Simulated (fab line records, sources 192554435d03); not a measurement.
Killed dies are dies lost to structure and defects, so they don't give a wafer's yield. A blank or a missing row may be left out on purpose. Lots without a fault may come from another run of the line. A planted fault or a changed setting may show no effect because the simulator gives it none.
Split-lot experiment | flow n5_finfet | 7 lots, 21 wafers read, on a route of 1938 steps

THE SPLIT
At N5_BEOL_M0_TRENCH_ETCH_107 (etches SiOC in C4F6/O2, target depth 32.8 nm, time 16.4 s), the setting target_depth_a was moved away from the recipe's 328 angstrom on 7 of the 21 wafers read, by -5.3% to +11.0%. The other wafers ran this setting at the recipe's value.

FROM THE SPLIT TO THE READING: what the file shows between them, 1 step
- N5_BEOL_M0_STRIP_142: strips in N2/H2, time 10 s

THE READING
trench_depth_nm, in nm, at N5_BEOL_M0_OCD_MEAS_108. Fault-free wafers of this fab line usually give 32.9 nm, standard deviation 0.71 nm.

wafer  | tool, chamber at the split | target_depth_a as run, angstrom | against the recipe | trench_depth_nm, nm | against lot-mates on the recipe
L077.3 | rie_diel-06, 1             | 328                             | recipe             | 33.2                | -
L077.5 | rie_diel-06, 0             | 328                             | recipe             | 32.4                | -
L077.6 | rie_diel-06, 3             | 338.2                           | +3.1%              | 33.9                | +1.1
L081.3 | rie_diel-05, 3             | 364.1                           | +11.0%             | 35.9                | +3.7
L081.4 | rie_diel-05, 1             | 364.1                           | +11.0%             | 36.8                | +4.6
L081.5 | rie_diel-05, 3             | 328                             | recipe             | 32.2                | -
L084.1 | rie_diel-06, 2             | 356.5                           | +8.7%              | 36.8                | +3.5
L084.2 | rie_diel-06, 1             | 356.5                           | +8.7%              | 36.9                | +3.6
L084.3 | rie_diel-06, 0             | 328                             | recipe             | 33.3                | -
L085.2 | rie_diel-05, 0             | 328                             | recipe             | 32.8                | -
L085.3 | rie_diel-05, 1             | 328                             | recipe             | 32.4                | -
L085.5 | rie_diel-05, 1             | 328                             | recipe             | 32.1                | -
L089.1 | rie_diel-05, 0             | 328                             | recipe             | 33.0                | -
L089.4 | rie_diel-05, 1             | 310.7                           | -5.3%              | 30.4                | -2.6
L089.5 | rie_diel-05, 2             | 310.7                           | -5.3%              | 30.8                | -2.2
L091.1 | rie_diel-06, 1             | 328                             | recipe             | 33.7                | -
L091.4 | rie_diel-06, 0,2           | 328                             | recipe             | 33.5                | -
L091.6 | rie_diel-06, 0,2           | 328                             | recipe             | 32.9                | -
L094.2 | rie_diel-06, 0,3           | 328                             | recipe             | 32.4                | -
L094.4 | rie_diel-06, 2             | 328                             | recipe             | 32.3                | -
L094.6 | rie_diel-06, 0,3           | 328                             | recipe             | 33.5                | -
Where a row lists several chambers, the file gives one row for several wafers and doesn't say which wafer went through which chamber.

THE FIT
A straight line over all 21 wafers: trench_depth_nm changes by +0.381 nm for each +1% of target_depth_a; r = +0.95; the points scatter about the line by 0.58 nm.
The same after taking each lot's own level away (the mean of its wafers on the recipe; 21 wafers): +0.4 nm for each +1%; r = +0.98; scatter 0.37 nm.
On that fit, the largest move of target_depth_a shifts the reading by 4.4 nm.
The lots' own levels span 32.20 to 33.37 nm, that is 1.6 times the standard deviation above.
So the lot-to-lot level changes the slope little: the two slopes agree.
Check: with one of the wafers moved furthest among these (+11.0%) left out of the fit, the line predicts +4.59 nm for it against its lot-mates. It came out at +3.7 nm against them.

OTHER SPLITS ON THESE WAFERS
These wafers also went through other splits before the reading. Each is held against what the fit with the lots' levels taken away leaves over:
other split on the same wafers                  | wafers away from the commonest value | r with trench_depth_nm (lot level and that fit taken away)
N5_HKMG_FIN_COAT_06 spin_rpm                    | 12                                   | +0.17
N5_MOL_CONTACT_COAG_ETCH_105 bias_w             | 7                                    | -0.14
N5_MOL_CONTACT_COAG_ETCHBACK_136 target_depth_a | 6                                    | +0.29
N5_BEOL_M0_SAQP_PECVD_00 time_s                 | 9                                    | -0.06
N5_BEOL_M0_SAQP_PECVD_96 time_s                 | 4                                    | -0.29
N5_BEOL_M0_CUTY_ETCH_63 source_w                | 6                                    | +0.17

THE WHOLE CHAIN: every reading that the file lists as answering this split, in the file's order
step                       | what it does                                              | reading                                                                   | change (the file's fit)               | r (the file's)
N5_BEOL_M0_TRENCH_ETCH_107 | etches SiOC in C4F6/O2, target depth 32.8 nm, time 16.4 s | BEOL_M0.feature_depth_nm (the simulator's own value, which no gauge read) | +0.345 nm for each +1% of the setting | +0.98
N5_BEOL_M0_OCD_MEAS_108    |                                                           | trench_depth_nm                                                           | +0.394 nm for each +1% of the setting | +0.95

THE FILE'S OWN FIT
trench_depth_nm changes by +0.394 nm for each +1% of target_depth_a, r = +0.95.
